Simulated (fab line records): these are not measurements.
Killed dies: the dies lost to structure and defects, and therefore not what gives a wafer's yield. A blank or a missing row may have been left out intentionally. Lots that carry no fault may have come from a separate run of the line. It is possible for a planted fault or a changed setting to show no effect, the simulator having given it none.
The same fault as seen by 3 desks || flow nandHarc || what lay behind the numbers comes last; until then each desk has only its own

THE DEFECT DESK
For each lot, the counts of the inspections along the route, averaged over the sampled wafers that have a number. A lot is out of limits, marked OUT, if its mean lies more than 4 standard deviations from the usual mean; the brackets give that distance.
Columns: A = rawDefectCount at NHARC_A_M0_INSPECT_11, usual 91
{"lot": "L654", "first seen here": "day 23 01:22", "A": 92}
{"lot": "L656", "first seen here": "day 23 23:38", "A": 115}
{"lot": "L665", "first seen here": "day 27 18:52", "A": 86}
{"lot": "L668", "first seen here": "day 28 22:17", "A": 104}
{"lot": "L672", "first seen here": "day 30 20:54", "A": 111}
This desk found nothing out of limits on any of the 5 lots.

THE TOOL OWNER'S DESK: pvdSputter-01
The tool's own readings at NHARC_A_M0_PVD_20 (deposits TaN, target thk 5 nm, time 8.06 s): means of the sampled wafers that have a number, for each lot that ran on this tool. A lot is out of limits, marked OUT, if its mean lies more than 4 standard deviations from the usual mean; the brackets give that distance.
Columns: A = throttleValvePct at NHARC_A_M0_PVD_20, usual 30.2 %
{"lot": "L654", "first seen here": "day 23 02:29", "A": 31.3}
{"lot": "L665", "first seen here": "day 27 19:57", "A": 31.0}
This desk found nothing out of limits on any of the 2 lots.

THE METROLOGY DESK
What the gauges read, lot by lot, whatever tool the lot ran on: means of the sampled wafers that have a number. A lot is out of limits, marked OUT, if its mean lies more than 4 standard deviations from the usual mean; the brackets give that distance.
Columns: A = cdNm at NHARC_A_M0_CD_MEAS_09, usual 80.2 nm; B = overlayXNm at NHARC_A_M0_OVL_MEAS_10, usual 0.3 nm; C = overlayYNm at NHARC_A_M0_OVL_MEAS_10, usual -0.2 nm; D = cdNm at NHARC_A_M0_CD_MEAS_16, usual 80.0 nm
{"lot": "L654", "first seen here": "day 23 01:15", "A": 80.0, "B": 0.4, "C": -0.6, "D": 79.7}
{"lot": "L656", "first seen here": "day 23 23:31", "A": 80.2, "B": -0.5, "C": -0.5, "D": 79.7}
{"lot": "L665", "first seen here": "day 27 18:44", "A": 79.8, "B": 0.2, "C": 0.6, "D": 80.4}
{"lot": "L668", "first seen here": "day 28 22:10", "A": 80.5, "B": 0.1, "C": 1.6, "D": 81.2}
{"lot": "L672", "first seen here": "day 30 20:46", "A": 79.7, "B": 0.1, "C": -1.1, "D": 80.8}
This desk found nothing out of limits on any of the 5 lots.

ALL TOGETHER
Nothing the defect desk looked at was out of limits.
Nothing out of limits was seen by the tool owner's desk.
Nothing out of limits was seen by the metrology desk.

WHAT WAS PUT IN BY THE SIMULATOR
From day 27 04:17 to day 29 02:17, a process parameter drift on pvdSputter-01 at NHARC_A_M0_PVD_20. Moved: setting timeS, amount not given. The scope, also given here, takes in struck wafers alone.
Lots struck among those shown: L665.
